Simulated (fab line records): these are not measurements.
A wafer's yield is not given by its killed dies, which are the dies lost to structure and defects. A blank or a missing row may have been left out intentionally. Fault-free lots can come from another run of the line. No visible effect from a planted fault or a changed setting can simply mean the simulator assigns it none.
A lot that was struck, set against a sound lot	flow n5_finfet	41 out of 1938 route steps
Sound: wafers L770.1, L770.5, L770.6. Struck: wafer L761.1. (L761.4, L761.5 of the same lot were not struck and are left out.) The cause comes at the end.
For every step that has rows: the tool of each side, followed by ch and its chambers, followed by its first start. Under that, the readings that differ: sound wafers	struck wafers	difference of the means	sigmas: that difference in standard deviations of wafers without a fault.
alike: words and numbers the same on both sides, and readings whose means are apart by under 2 such deviations; not compared: readings that were withheld, readings missing a value for some wafer, numbers with overlapping values and no deviation given by the record, and bounds like >300 which may hide the same value.
The two part at a step that has a row with sigmas, a row that says differs or no value, or rows on one side only. Numbers that don't overlap but have no deviation are shown without sigmas and don't part them. A reading missing from all wafers of one side parts the sides only when that side holds two or more wafers.

first, 8 steps without rows for these wafers: N5_BEOL_M2_ANNEAL_51 (time 90 s); N5_BEOL_M2_CMP_52 (polishes, stops on SiOC, t overpolish 6.8 s, target thk 40 nm); N5_BEOL_M2_PRE_CLEAN_60 (time 15 s); N5_BEOL_M2_CO_CAP_55 (material Co, precursor CCTBA/H2, target thk 2 nm, time 102.1 s); N5_BEOL_M2_PRE_CLEAN_56 (time 15 s); N5_BEOL_M2_DEP_57 (deposits SiCN from 3MS/NH3, target thk 8 nm, time 14 s); N5_BEOL_M3_ILD_DEP_00 (deposits SiOC from DEMS/O2, target thk 79 nm, time 15.3 s); N5_BEOL_M3_PECVD_72 (deposits SiO2 from TEOS/O2, target thk 16 nm, time 18 s).
N5_BEOL_M3_HM_DEP_02: deposits TiN, target thk 20 nm.
  sound on pvd_sputter-03, day 14 00:13; struck on pvd_sputter-01, day 11 13:33
reading	sound	struck	difference	sigmas
throttle_valve_pct (%)	31.3 29.4 31.3	27.0	-3.7	-3
model.TiN_of_BEOL_M3_HM_DEP_02.thk_nm (nm)	20 20.2 20.2	36.6	+16.5	
then, 16 steps without rows for these wafers: N5_BEOL_M3_COAT_61 (time 60 s, resist thk 60 nm); N5_BEOL_M3_COAT_62 (time 60 s, resist thk 12 nm); N5_BEOL_M3_COAT_73 (time 60 s, resist thk 5 nm); N5_BEOL_M3_COAT_05 (resist thk 30 nm); N5_BEOL_M3_EBR_07; N5_BEOL_M3_SOFTBAKE_06 (time 60 s); N5_BEOL_M3_EXPOSE_08 (exposes mask M3); N5_BEOL_M3_PEB_09 (peb time 60 s); N5_BEOL_M3_DEVELOP_10 (develop time 30 s); N5_BEOL_M3_DESCUM_16 (chemistry O2, time 7 s); N5_BEOL_M3_ETCH_74 (etches underlayer in N2/H2, target depth 6.5 nm, time 5.2 s); N5_BEOL_M3_ETCH_63 (etches SiARC in CF4, target depth 15.6 nm, time 26 s); N5_BEOL_M3_ETCH_64 (etches SOC in N2/H2, target depth 75 nm, overetch 15 nm, time 112.5 s); N5_BEOL_M3_STRIP_65 (strips in N2/H2); N5_BEOL_M3_STRIP_75 (strips in N2/H2); N5_BEOL_M3_STRIP_66 (strips in CF4).
N5_BEOL_M3_HM_OPEN_17: chemistry Cl2/BCl3, target TiN, target depth 20 nm, overetch 6 nm.
  sound on rie_metal-03 ch 0,1, day 14 00:59; struck on rie_metal-03 ch 0, day 11 14:26
reading	sound	struck	difference	sigmas
oes_ar_750_au (a.u.)	0.92 0.92 0.70	0.62	-0.23	-2
model.etch.depth_nm (nm)	20.05 20.13 20.28	25.6	+5.4	
  alike: drypump_motor_current_A, oes_product_au, throttle_valve_pct
  not compared: rf_hours_counter_h
then, 8 steps without rows for these wafers: N5_BEOL_M3_STRIP_19 (strips in O2); N5_BEOL_M3_COAT_67 (time 60 s, resist thk 60 nm); N5_BEOL_M3_COAT_68 (time 60 s, resist thk 12 nm); N5_BEOL_M3_COAT_76 (time 60 s, resist thk 5 nm); N5_BEOL_M3_COAT_22 (resist thk 30 nm); N5_BEOL_M3_EBR_24; N5_BEOL_M3_SOFTBAKE_23 (time 60 s); N5_BEOL_M3_EXPOSE_25 (exposes mask V2, defocus 5 nm).
N5_BEOL_M3_ETCHBACK_99: etches SiO2 in CHF3, target depth 5 nm, time 10.4 s.
  sound on rie_diel-01 ch 1,2,3, day 14 16:52; struck on rie_diel-01 ch 0, day 12 00:09
reading	sound	struck	difference	sigmas
drypump_motor_current_A (A)	6.2 6.2 5.6	5.0	-1.0	-2
oes_product_au (a.u.)	0.87 0.83 0.75	0.28	-0.54	-6
  alike: oes_ar_750_au, oes_f_703_au, rf_vpp_V, showerhead_plenum_p_Torr, throttle_valve_pct
  not compared: rf_hours_counter_h
N5_BEOL_M3_TRENCH_ETCH_37: etches SiOC in C4F6/O2, target depth 55.555 nm, time 29.2 s.
  sound on rie_diel-01 ch 1,2,3; struck on rie_diel-01 ch 0
reading	sound	struck	difference	sigmas
drypump_motor_current_A (A)	6.2 6.2 5.6	5.0	-1.0	-3
model.TiN_of_BEOL_M3_HM_DEP_02.thk_nm (nm)	17.6 17.8 18	34.4	+16.6	
  alike: oes_ar_750_au, oes_f_703_au, oes_product_au, rf_vpp_V, showerhead_plenum_p_Torr, throttle_valve_pct
  not compared: rf_hours_counter_h
N5_BEOL_M3_ETCH_41: etches SiCN in CH3F/O2, target depth 29.9 nm, time 52.5 s.
  sound on rie_diel-01 ch 1,2,3; struck on rie_diel-01 ch 0
reading	sound	struck	difference	sigmas
drypump_motor_current_A (A)	6.2 6.1 5.6	5.0	-1.0	-2
oes_product_au (a.u.)	0.87 0.83 0.75	0.29	-0.53	-6
  alike: rf_vpp_V, showerhead_plenum_p_Torr, throttle_valve_pct
  not compared: rf_hours_counter_h
N5_BEOL_M3_OCD_MEAS_38:
  sound on ocd-02, day 14 17:16; struck on ocd-01, day 12 00:32
  not compared: trench_depth_nm
N5_BEOL_M3_CD_MEAS_35: target cd 18 nm, target cd y 21 nm.
  sound on cd_sem-02, day 14 17:25; struck on cd_sem-01, day 12 00:41
  not compared: cd_nm
N5_BEOL_M4_RC_MEAS_101:
  the record has rows for the sound wafers here (prober-02 ch 0, day 17 18:32) and none for the struck ones
-- the record jumps here: 7 days lie between the struck wafers' starts before and after (it left off in module BEOL_M4 and takes up again in module PASSIVATION, whose first step shown is number 1936 of the route) --
N5_PASSIVATION_PROBE_49:
  sound on prober-02, day 22 13:52; struck on prober-02, day 19 08:44
reading	sound	struck	difference	sigmas
defect_limited_yield (%)	91.6 92.8 89.7	0	-91	-61
killed_at_M0_to_M3	28 29 34	1096	+1066	+97
killed_at_M4_up	13 19 5	31	+19	+3
killed_dies	99 85 122	1180	+1078	+60
killed_on_rim	14 13 23	152	+135	+38
sort_bin_5_function (%)	5.3 4.2 5.9	96.2	+91.1	+83
sort_n_pass	1081 1095 1058	0	-1078	-60
sort_yield_pct (%)	91.6 92.8 89.7	0	-91	-61
  alike: killed_at_contacts, killed_at_front_end, killed_at_other, killed_open, killed_short, sort_bin_6_memory, sort_bin_8_speed

== WHERE THEY PART ==
First at N5_BEOL_M3_HM_DEP_02; last, within this record, at N5_PASSIVATION_PROBE_49.

WHY: what the simulator had put in
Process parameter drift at N5_BEOL_M3_HM_DEP_02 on pvd_sputter-01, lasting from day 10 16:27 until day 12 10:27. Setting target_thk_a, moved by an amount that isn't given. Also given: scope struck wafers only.
